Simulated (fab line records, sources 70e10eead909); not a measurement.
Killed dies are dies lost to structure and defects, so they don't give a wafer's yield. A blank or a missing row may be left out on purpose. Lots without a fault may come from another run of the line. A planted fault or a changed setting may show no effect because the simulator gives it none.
Problem report in the 8D (eight disciplines) form, filled by code | flow nand_harc | the parts of the form that need people (team, actions taken, sign-off) are left out

1. THE PROBLEM
cd_nm at NHARC_P_M2_CD_MEAS_09 reads a mean of 180.0 nm on 6 wafers of 2 lots; wafers without a fault read 169.9 nm with a standard deviation of 0.48. That is +21 standard deviations from the usual mean.
The step: target cd 170 nm.
First seen on wafer L866.3, day 8 02:46, on cd_sem-02. The record holds 36 wafers of 12 lots with a number at this step. Rule for "out", or "out of limits": more than 4 standard deviations from the usual mean. The other wafers with a number count as sound.

2. WHAT IT IS AND WHAT IT IS NOT
question                    | is                     | is not
which readings at this step | cd_nm                  | -
which lots                  | L866, L867             | L864, L865, L875, L876, L879, L880, L881, L883, L884, L885
which wafers of those lots  | all that have a number | -
read on which gauges        | cd_sem-02              | cd_sem-01, cd_sem-03
when                        | from day 8 02:46       | up to then (6 sound wafers); but 24 sound wafers of L875, L876, L879, L880, L881, L883, L884, L885 came after

3. SUSPECTS, AND WHAT RULES EACH OUT
Counting: a tool at a process step up to the reading stays a suspect if it ran every lot that is out and no sound lot after the first of them.
- the gauge at NHARC_P_M2_CD_MEAS_09: kept. All the wafers that are out were read on cd_sem-02, and no step on other tools shows them out.
- rtp_anneal-02 at NHARC_P_M1_ANNEAL_31 (time 90 s): ruled out as a lasting fault. Sound lots L876, L884 ran on it after its first lot that is out, L866 (day 8 00:45).
- litho_track-04 at NHARC_P_M2_PEB_07 (peb time 65 s): ruled out as a lasting fault. Sound lots L875, L876, L880, L883, L885 ran on it after its first lot that is out, L866 (day 8 02:41).
Left after counting: cd_sem-02 at NHARC_P_M2_CD_MEAS_09.

4. THE CAUSE (what the simulator had put in)
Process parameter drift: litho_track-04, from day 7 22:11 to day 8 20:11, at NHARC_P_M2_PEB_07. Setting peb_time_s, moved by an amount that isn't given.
Counting ruled it out, wrongly: the rule takes a fault to strike every lot that its tool runs from its start on, and this one did not.

5. THE CHAIN OF EFFECTS, in route order
Each row: a reading whose mean over the struck wafers that have a number lies more than 3 standard deviations from the usual. Only readings for which the record gives a usual standard deviation are gone through. hours: the time from each lot's start at the first step in this table that gives one to its start at this step, as a median over the lots. sigmas: the change in usual standard deviations.
hours | step                  | reading | usual    | on struck wafers | change | sigmas
0     | NHARC_P_M2_CD_MEAS_09 | cd_nm   | 169.9 nm | 180.0            | +10.1  | +21
Later measuring or inspecting steps at which every struck wafer that the step has a row for has a number for every such reading, and none has moved that far: NHARC_END_SORT_01.

6. WHAT WOULD HAVE CAUGHT IT SOONER
In this record the first reading out of limits at a measuring or inspecting step was taken at day 8 02:46, 5 hours after the fault began at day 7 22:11.
Of the tool readings at NHARC_P_M2_PEB_07 for which the record gives a usual standard deviation, none was out on any struck wafer, so an alarm limit of 4 standard deviations on them would not have fired.
